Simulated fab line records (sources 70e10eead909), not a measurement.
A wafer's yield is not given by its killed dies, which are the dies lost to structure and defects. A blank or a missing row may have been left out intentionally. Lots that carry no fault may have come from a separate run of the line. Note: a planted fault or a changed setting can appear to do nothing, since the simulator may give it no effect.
Which tool is to blame? + flow nand_harc + 13 lots, 39 wafers sampled, at 5 steps of a route of 1302

## WHAT EACH GAUGE READ, for each wafer
NHARC_END_SORT_01. Usual: value, then standard deviation, for each; defect_limited_yield 90 % / 3.1; killed_at_array 61 / 20; killed_at_other 0.9 / 1.1; killed_at_periphery 3.7 / 2.5; killed_dies 65 / 21; killed_open 3.3 / 1.8; killed_short 2.3 / 1.5.
| lot  | measured     | on        | defect_limited_yield (%) | killed_at_array | killed_at_other | killed_at_periphery | killed_dies | killed_open | killed_short | flag |
|------|--------------|-----------|--------------------------|-----------------|-----------------|---------------------|-------------|-------------|--------------|------|
| L419 | day 25 06:07 | prober-01 | 93 91 93                 | 46 59 47        | 0 0 0           | 4 0 2               | 50 59 49    | 3 4 3       | 4 2 3        |      |
| L424 | day 27 09:38 | prober-02 | 91 89 88                 | 60 72 76        | 0 0 1           | 2 1 4               | 62 73 81    | 3 1 5       | 3 5 4        |      |
| L428 | day 29 04:09 | prober-01 | 88                       | 77              | 1               | 6                   | 84          | 3           | 1            |      |
| L429 | day 29 04:10 | prober-02 | 94                       | 37              | 0               | 5                   | 42          | 3           | 1            |      |

## WHICH TOOL RAN EACH LOT (tool, then ch and the chambers of the sampled wafers, then the start)
| lot  | NHARC_A_M1_DEGAS_29          | NHARC_A_BONDPAD_ETCH_34            | NHARC_A_BONDPAD_PRE_CLEAN_26            | NHARC_A_BONDPAD_ANNEAL_28        |
|------|------------------------------|------------------------------------|-----------------------------------------|----------------------------------|
| L418 | pvd_sputter-01, day 23 02:32 | rie_diel-05 ch 0,1,2, day 23 06:31 | pvd_sputter-02, day 23 08:12 or earlier | rtp_anneal-02 ch 0, day 23 08:12 |
| L420 | pvd_sputter-03, day 23 13:43 | rie_diel-06 ch 1,2, day 23 18:23   | pvd_sputter-01, day 23 19:58 or earlier | rtp_anneal-01 ch 0, day 23 19:58 |
| L419 | pvd_sputter-02, day 23 17:52 | rie_diel-05 ch 0,2,3, day 23 21:33 | pvd_sputter-01, day 23 23:09 or earlier | rtp_anneal-02 ch 0, day 23 23:09 |
| L421 | pvd_sputter-01, day 24 05:13 | rie_diel-05 ch 2,3, day 24 09:17   | pvd_sputter-01, day 24 10:53 or earlier | rtp_anneal-01 ch 0, day 24 10:53 |
| L423 | pvd_sputter-03, day 24 10:43 | rie_diel-05 ch 0,1,2, day 24 14:22 | pvd_sputter-01, day 24 16:02 or earlier | rtp_anneal-01 ch 0, day 24 16:02 |
| L424 | pvd_sputter-03, day 25 03:15 | rie_diel-06 ch 0,2,3, day 25 06:55 | pvd_sputter-02, day 25 08:29 or earlier | rtp_anneal-01 ch 0, day 25 08:29 |
| L426 | pvd_sputter-01, day 26 03:59 | rie_diel-05 ch 0,3, day 26 07:40   | pvd_sputter-03, day 26 09:20 or earlier | rtp_anneal-02 ch 0, day 26 09:20 |
| L425 | pvd_sputter-01, day 26 19:32 | rie_diel-05 ch 1,2, day 26 23:19   | pvd_sputter-01, day 27 00:54 or earlier | rtp_anneal-02 ch 0, day 27 00:54 |
| L428 | pvd_sputter-02, day 27 13:40 | rie_diel-06 ch 2,3, day 27 17:29   | pvd_sputter-03, day 27 19:05 or earlier | rtp_anneal-02 ch 0, day 27 19:05 |
| L429 | pvd_sputter-01, day 27 17:45 | rie_diel-05 ch 0,1,3, day 27 21:32 | pvd_sputter-03, day 27 23:09 or earlier | rtp_anneal-02 ch 0, day 27 23:09 |
| L431 | pvd_sputter-02, day 28 12:51 | rie_diel-05 ch 0,1, day 28 16:50   | pvd_sputter-03, day 28 18:32 or earlier | rtp_anneal-02 ch 0, day 28 18:32 |
| L436 | pvd_sputter-02, day 30 18:14 | rie_diel-11 ch 0,1,2, day 30 22:01 | pvd_sputter-03, day 30 23:37 or earlier | rtp_anneal-01 ch 0, day 30 23:37 |
| L439 | pvd_sputter-02, day 31 17:48 | rie_diel-05 ch 0,2, day 31 21:35   | pvd_sputter-02, day 31 23:11 or earlier | rtp_anneal-02 ch 0, day 31 23:11 |
- NHARC_A_M1_DEGAS_29: time 60 s.
- NHARC_A_BONDPAD_ETCH_34: etches the open film in N2/H2, target depth 60 nm, overetch 18 nm, time 65.91 s.
- NHARC_A_BONDPAD_PRE_CLEAN_26: time 30 s.
- NHARC_A_BONDPAD_ANNEAL_28: time 90 s.

## WHAT THE TOOLS THEMSELVES READ (means of the sampled wafers that have a number; where no wafer has one, the mark that the record gives instead)
NHARC_A_M1_DEGAS_29. Usual: heater_power_w 328 W, standard deviation 38.
| lot  | tool           | heater_power_w (W) | flag |
|------|----------------|--------------------|------|
| L418 | pvd_sputter-01 | 354                |      |
| L420 | pvd_sputter-03 | 355                |      |
| L419 | pvd_sputter-02 | 314                |      |
| L421 | pvd_sputter-01 | 275                |      |
| L423 | pvd_sputter-03 | 328                |      |
| L424 | pvd_sputter-03 | 339                |      |
| L426 | pvd_sputter-01 | 332                |      |
| L425 | pvd_sputter-01 | 323                |      |
| L428 | pvd_sputter-02 | 334                |      |
| L429 | pvd_sputter-01 | 308                |      |
| L431 | pvd_sputter-02 | 328                |      |
| L436 | pvd_sputter-02 | 339                |      |
| L439 | pvd_sputter-02 | 332                |      |

NHARC_A_BONDPAD_ETCH_34. Usual: value, then standard deviation, for each; drypump_motor_current_A 5.5 A / 0.42; mfc_ar_sccm 0.011 sccm / 0.017; oes_product_au 1.001 a.u. / 0.011; rf_vpp_V 428.9 V / 1.8; run_length_s 87.2 s / 0.44; showerhead_plenum_p_Torr 1.98 Torr / 0.059; throttle_valve_pct 14.172 % / 0.0089.
| lot  | tool        | drypump_motor_current_A (A) | mfc_ar_sccm (sccm) | oes_product_au (a.u.) | rf_vpp_V (V) | run_length_s (s) | showerhead_plenum_p_Torr (Torr) | throttle_valve_pct (%) | flag |
|------|-------------|-----------------------------|--------------------|-----------------------|--------------|------------------|---------------------------------|------------------------|------|
| L418 | rie_diel-05 | 5.4                         | 0.013              | 0.992                 | 428.6        | 87.2             | 1.96                            | 14.173                 |      |
| L420 | rie_diel-06 | 5.8                         | 0.020              | 0.995                 | 427.4        | 87.1             | 1.94                            | 14.175                 |      |
| L419 | rie_diel-05 | 5.5                         | 0.013              | 0.989                 | 429.2        | 87.5             | 1.98                            | 14.169                 |      |
| L421 | rie_diel-05 | 5.8                         | 0.000              | 0.994                 | 428.8        | 87.6             | 1.97                            | 14.173                 |      |
| L423 | rie_diel-05 | 5.4                         | 0.013              | 0.988                 | 428.5        | 87.1             | 1.96                            | 14.168                 |      |
| L424 | rie_diel-06 | 5.5                         | 0.005              | 0.992                 | 430.2        | 87.0             | 2.01                            | 14.176                 |      |
| L426 | rie_diel-05 | 5.2                         | 0.025              | 0.999                 | 428.7        | 87.5             | 1.99                            | 14.171                 |      |
| L425 | rie_diel-05 | 5.6                         | 0.000              | 1.010                 | 428.6        | 86.9             | 1.95                            | 14.172                 |      |
| L428 | rie_diel-06 | 5.9                         | 0.005              | 0.994                 | 426.9        | 86.9             | 1.91                            | 14.166                 |      |
| L429 | rie_diel-05 | 5.4                         | 0.013              | 1.006                 | 428.4        | 87.1             | 1.99                            | 14.182                 |      |
| L431 | rie_diel-05 | 5.0                         | 0.025              | 1.016                 | 429.2        | 87.1             | 1.97                            | 14.169                 |      |
| L436 | rie_diel-11 | 5.9                         | 0.003              | 1.010                 | 431.4        | 87.3             | 2.07                            | 14.175                 |      |
| L439 | rie_diel-05 | 5.1                         | 0.025              | 1.003                 | 428.7        | 81.8             | 1.97                            | 14.168                 | OFF  |

NHARC_A_BONDPAD_PRE_CLEAN_26. Usual: heater_power_w 406 W, standard deviation 54.
| lot  | tool           | heater_power_w (W) | flag |
|------|----------------|--------------------|------|
| L418 | pvd_sputter-02 | 417                |      |
| L420 | pvd_sputter-01 | 366                |      |
| L419 | pvd_sputter-01 | 430                |      |
| L421 | pvd_sputter-01 | 372                |      |
| L423 | pvd_sputter-01 | 376                |      |
| L424 | pvd_sputter-02 | 406                |      |
| L426 | pvd_sputter-03 | 431                |      |
| L425 | pvd_sputter-01 | 413                |      |
| L428 | pvd_sputter-03 | 432                |      |
| L429 | pvd_sputter-03 | 410                |      |
| L431 | pvd_sputter-03 | 430                |      |
| L436 | pvd_sputter-03 | 411                |      |
| L439 | pvd_sputter-02 | 434                |      |

NHARC_A_BONDPAD_ANNEAL_28. Usual: wafer_temp_C_max 226.4, standard deviation 0.48.
| lot  | tool          | wafer_temp_C_max | flag |
|------|---------------|------------------|------|
| L418 | rtp_anneal-02 | 226.7            |      |
| L420 | rtp_anneal-01 | 225.8            |      |
| L419 | rtp_anneal-02 | 226.5            |      |
| L421 | rtp_anneal-01 | 226.0            |      |
| L423 | rtp_anneal-01 | 226.0            |      |
| L424 | rtp_anneal-01 | 226.1            |      |
| L426 | rtp_anneal-02 | 227.4            |      |
| L425 | rtp_anneal-02 | 226.8            |      |
| L428 | rtp_anneal-02 | 227.0            |      |
| L429 | rtp_anneal-02 | 226.6            |      |
| L431 | rtp_anneal-02 | 226.5            |      |
| L436 | rtp_anneal-01 | 226.2            |      |
| L439 | rtp_anneal-02 | 226.5            |      |

## THE ANSWER, worked out from the rows above alone
Rule: lot off if the mean of its wafers having a number is beyond 3 standard deviations from the usual mean. A lot without any number at a reading at which 4 lots or more have one is off too. Any other lot the step has rows for is counted as sound. The gauges are gone through in route order, then the tools' own readings, and for those a lot's mean is taken as printed above. At the first step where some lot is off, the reading lying furthest off is the one used; lots without a number count as furthest.
Off, at NHARC_A_BONDPAD_ETCH_34 on run_length_s: L439.
A tool fits if, at that step or a process step before it, it ran every lot that is off, and no sound lot after the first of them. Undecided on this evidence; 2 tools fit (pvd_sputter-02 at NHARC_A_M1_DEGAS_29, rie_diel-05 at NHARC_A_BONDPAD_ETCH_34).

## WHAT HAD BEEN PUT IN BY THE SIMULATOR
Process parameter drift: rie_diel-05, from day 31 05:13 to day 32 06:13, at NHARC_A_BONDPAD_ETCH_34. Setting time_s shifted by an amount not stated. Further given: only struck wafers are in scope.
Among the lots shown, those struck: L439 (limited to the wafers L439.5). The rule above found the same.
